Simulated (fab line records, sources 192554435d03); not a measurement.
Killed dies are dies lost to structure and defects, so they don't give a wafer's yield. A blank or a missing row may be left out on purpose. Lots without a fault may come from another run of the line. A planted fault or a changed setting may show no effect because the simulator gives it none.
A struck lot beside a sound one | flow n5_finfet | 32 steps out of a route of 1938
Sound: wafers L580.1, L580.2, L580.5. Struck: wafers L595.2, L595.3, L595.5. The cause comes at the end.
At each step with rows: each side's tool, then ch and its chambers, then its first start. Under that, the readings that differ: sound wafers | struck wafers | difference of the means | sigmas: that difference in standard deviations of wafers without a fault.
alike: readings whose means differ by less than 2 such deviations, and words and numbers that are the same on both sides. not compared: withheld readings, readings that some wafer has no value for, bounds like >300 that may hide the same value, and numbers for which the record gives no deviation and whose values overlap.
The two part at a step that has a row with sigmas, a row that says differs or no value, or rows on one side only. Numbers that don't overlap but have no deviation are shown without sigmas and don't part them. A reading that every wafer of one side lacks parts them only if that side has two wafers or more.

first, 9 steps without rows for these wafers: N5_BEOL_M8_DESCUM_33 (chemistry O2, time 7 s); N5_BEOL_M8_ETCH_72 (etches underlayer in N2/H2, target depth 6.5 nm, time 5.2 s); N5_BEOL_M8_ETCH_65 (etches SiARC in CF4, target depth 15.6 nm, time 26 s); N5_BEOL_M8_ETCH_66 (etches SOC in N2/H2, target depth 80 nm, overetch 16 nm, time 120 s); N5_BEOL_M8_STRIP_69 (strips in N2/H2); N5_BEOL_M8_STRIP_73 (strips in N2/H2); N5_BEOL_M8_VIA_ETCH_34 (etches SiCOH lowk in C4F6/O2, target depth 125.5 nm, time 50.5 s); N5_BEOL_M8_STRIP_76 (strips in C4F6/O2); N5_BEOL_M8_STRIP_36 (strips in N2/H2).
N5_BEOL_M8_TRENCH_ETCH_37: etches SiCOH lowk in C4F6/O2, target depth 93.478 nm, time 31.2 s.
  sound on rie_diel-05 ch 0,1,2, day 10 07:24; struck on rie_diel-05 ch 1,2, day 14 03:27
  reading                             | sound             | struck            | difference | sigmas
  rf_fwd_power_W (W)                  | 340.8 339.4 338.7 | 422.1 422.4 422.7 | +82.8      | +55
  rf_vpp_V (V)                        | 664 666 618       | 595 597 597       | -53        | -3
  model.BEOL_M8.feature_depth_nm (nm) | 90 91.6 96        | 100.6 99.8 99.4   | +7.4       |
  model.etch.depth_nm (nm)            | 89.95 91.64 95.92 | 100.6 99.75 99.39 | +7.4       |
  alike: drypump_motor_current_A, oes_product_au, showerhead_plenum_p_Torr, throttle_valve_pct
  not compared: rf_hours_counter_h
then, 2 steps without rows for these wafers: N5_BEOL_M8_ETCH_41 (etches SiCN in CH3F/O2, target depth 31.9 nm, time 57.8 s); N5_BEOL_M8_STRIP_80 (strips in N2/H2, time 10 s).
N5_BEOL_M8_OCD_MEAS_38:
  sound on ocd-02, day 10 07:34; struck on ocd-02, day 14 03:37
  reading              | sound          | struck           | difference | sigmas
  trench_depth_nm (nm) | 89.6 91.5 95.8 | 100.7 100.0 99.2 | +7.7       | +3
then, 13 steps without rows for these wafers: N5_BEOL_M8_HM_STRIP_39 (strips TiN in peroxide tin strip, target depth 25 nm, time 158 s); N5_BEOL_M8_SRD_40 (time 30 s); N5_BEOL_M8_PRECLEAN_42 (cleans in residue remover, time 60 s); N5_BEOL_M8_SRD_43 (time 30 s); N5_BEOL_M8_CURE_75 (cures SiCOH lowk, time 120 s); N5_BEOL_M8_DEGAS_44 (time 60 s); N5_BEOL_M8_PRE_CLEAN_45 (time 30 s); N5_BEOL_M8_ALD_77 (deposits TaN, target thk 2 nm, pulse time 2 s, purge time 3 s); N5_BEOL_M8_SURFACE_TREAT_79; N5_BEOL_M8_CVD_78 (deposits Co from CCTBA/H2, target thk 2 nm, time 142.3 s); N5_BEOL_M8_SPUTTER_48 (material Cu, target thk 10 nm, time 1.667 s); N5_BEOL_M8_ECD_50 (material Cu, target thk 300 nm); N5_BEOL_M8_ANNEAL_51 (time 90 s).
N5_BEOL_M8_CMP_52: polishes, stops on SiCOH lowk, t overpolish 6.9 s, target thk 80 nm.
  sound on cmp-03 ch 0,3, day 10 10:40; struck on cmp-04 ch 1,3, day 14 06:43
  reading                                | sound          | struck         | difference | sigmas
  model.Cu_of_BEOL_M8_ECD_50.thk_nm (nm) | 74.2 76.6 80.4 | 83.2 86.4 83.2 | +7.2       |
  alike: barrier_field_endpoint_s, motor_current_A, overpolish_run_s, time_to_endpoint_s
N5_BEOL_M8_THK_MEAS_53: measures by xrf.
  sound on film_metro-02, day 10 10:55; struck on film_metro-02, day 14 06:58
  reading     | sound          | struck         | difference | sigmas
  M8_THK (nm) | 73.7 76.2 80.2 | 83.1 85.8 82.8 | +7.2       | +3
then, 2 steps without rows for these wafers: N5_BEOL_M8_PRE_CLEAN_55 (time 15 s); N5_BEOL_M8_DEP_56 (deposits SiCN from 3MS/NH3, target thk 10 nm, time 17.5 s).
N5_BEOL_M8_RS_MEAS_57: measures by four-point-probe.
  sound on film_metro-02, day 10 11:02; struck on film_metro-02, day 14 07:08
  reading        | sound             | struck            | difference | sigmas
  M8_RS (ohm/sq) | 0.314 0.301 0.284 | 0.273 0.261 0.273 | -0.031     | -3
-- the record jumps here: 3 days lie between the struck wafers' starts before and after (it left off in module BEOL_M8 and takes up again in module PASSIVATION, whose first step shown is number 1936 of the route) --
N5_PASSIVATION_PROBE_49:
  the record has rows for the struck wafers here (prober-02, day 17 03:25) and none for the sound ones

WHERE THEY PART
First at N5_BEOL_M8_TRENCH_ETCH_37; last, within this record, at N5_PASSIVATION_PROBE_49.

WHY: what the simulator had put in
Process parameter drift: rie_diel-05, from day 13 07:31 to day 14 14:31, at N5_BEOL_M8_TRENCH_ETCH_37. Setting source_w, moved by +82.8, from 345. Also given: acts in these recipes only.
